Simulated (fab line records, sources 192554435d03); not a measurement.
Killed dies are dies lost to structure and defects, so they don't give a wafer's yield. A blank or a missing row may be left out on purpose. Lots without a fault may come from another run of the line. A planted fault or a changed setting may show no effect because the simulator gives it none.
Split-lot experiment | flow n5_finfet | 7 lots, 21 wafers read, on a route of 1938 steps

THE SPLIT
At N5_BEOL_M11_EXPOSE_25 (exposes mask V10), the setting dose_mj was moved away from the recipe's 85.5 on 12 of the 21 wafers read, by -5.5% to +4.6%. The other wafers ran this setting at the recipe's value.

FROM THE SPLIT TO THE READING: what the file shows between them, 2 steps
- N5_BEOL_M11_PEB_26: peb time 60 s
- N5_BEOL_M11_DEVELOP_27: develop time 30 s

THE READING
cd_nm, in nm, at N5_BEOL_M11_CD_MEAS_28 (target cd 70 nm). Fault-free wafers of this fab line usually give 70.0 nm, standard deviation 0.96 nm.

wafer  | tool, chamber at the split | dose_mj as run | against the recipe | cd_nm, nm | against lot-mates on the recipe
L078.3 | arfi_scanner-02, 0         | 88.49          | +3.5%              | 74.3      | +3.5
L078.4 | arfi_scanner-02, 0         | 85.5           | recipe             | 70.8      | -
L078.6 | arfi_scanner-02, 0         | 88.49          | +3.5%              | 73.7      | +2.9
L080.1 | arfi_scanner-02, 0         | 82.19          | -3.9%              | 67.9      | -2.7
L080.2 | arfi_scanner-02, 0         | 82.19          | -3.9%              | 67.4      | -3.2
L080.6 | arfi_scanner-02, 0         | 85.5           | recipe             | 70.6      | -
L082.1 | arfi_scanner-03, 0         | 85.5           | recipe             | 68.1      | -
L082.3 | arfi_scanner-03, 0         | 85.5           | recipe             | 68.9      | -
L082.6 | arfi_scanner-03, 0         | 85.5           | recipe             | 68.4      | -
L084.2 | arfi_scanner-02, 0         | 88.45          | +3.5%              | 72.0      | no lot-mate on the recipe
L084.3 | arfi_scanner-02, 0         | 88.45          | +3.5%              | 73.1      | no lot-mate on the recipe
L084.4 | arfi_scanner-02, 0         | 88.45          | +3.5%              | 72.6      | no lot-mate on the recipe
L087.2 | arfi_scanner-01, 0         | 80.83          | -5.5%              | 65.4      | -5.3
L087.3 | arfi_scanner-01, 0         | 85.5           | recipe             | 70.7      | -
L087.6 | arfi_scanner-01, 0         | 80.83          | -5.5%              | 66.3      | -4.4
L094.2 | arfi_scanner-02, 0         | 89.46          | +4.6%              | 74.9      | +3.5
L094.3 | arfi_scanner-02, 0         | 85.5           | recipe             | 71.5      | -
L094.5 | arfi_scanner-02, 0         | 85.5           | recipe             | 71.4      | -
L093.1 | arfi_scanner-01, 0         | 88.02          | +2.9%              | 72.9      | +2.7
L093.3 | arfi_scanner-01, 0         | 85.5           | recipe             | 70.2      | -
L093.6 | arfi_scanner-01, 0         | 88.02          | +2.9%              | 73.6      | +3.4

THE FIT
A straight line over all 21 wafers: cd_nm changes by +0.831 nm for each +1% of dose_mj; r = +0.93; the points scatter about the line by 1 nm.
The same after taking each lot's own level away (the mean of its wafers on the recipe; 18 wafers): +0.865 nm for each +1%; r = +0.99; scatter 0.39 nm.
On that fit, the largest move of dose_mj shifts the reading by 4.7 nm.
The lots' own levels span 68.47 to 71.45 nm, that is 3.1 times the standard deviation above.
So the lot-to-lot level changes the slope little: the two slopes agree.
Check: with one of the wafers moved furthest among these (-5.5%) left out of the fit, the line predicts -4.44 nm for it against its lot-mates. It came out at -5.3 nm against them.

OTHER SPLITS ON THESE WAFERS
These wafers also went through other splits before the reading. Each is held against what the fit with the lots' levels taken away leaves over:
other split on the same wafers | wafers away from the commonest value | r with cd_nm (lot level and that fit taken away)
N5_BEOL_M10_EXPOSE_25 dose_mj  | 5                                    | -0.07

THE FILE'S OWN FIT
cd_nm changes by +0.846 nm for each +1% of dose_mj, r = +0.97.
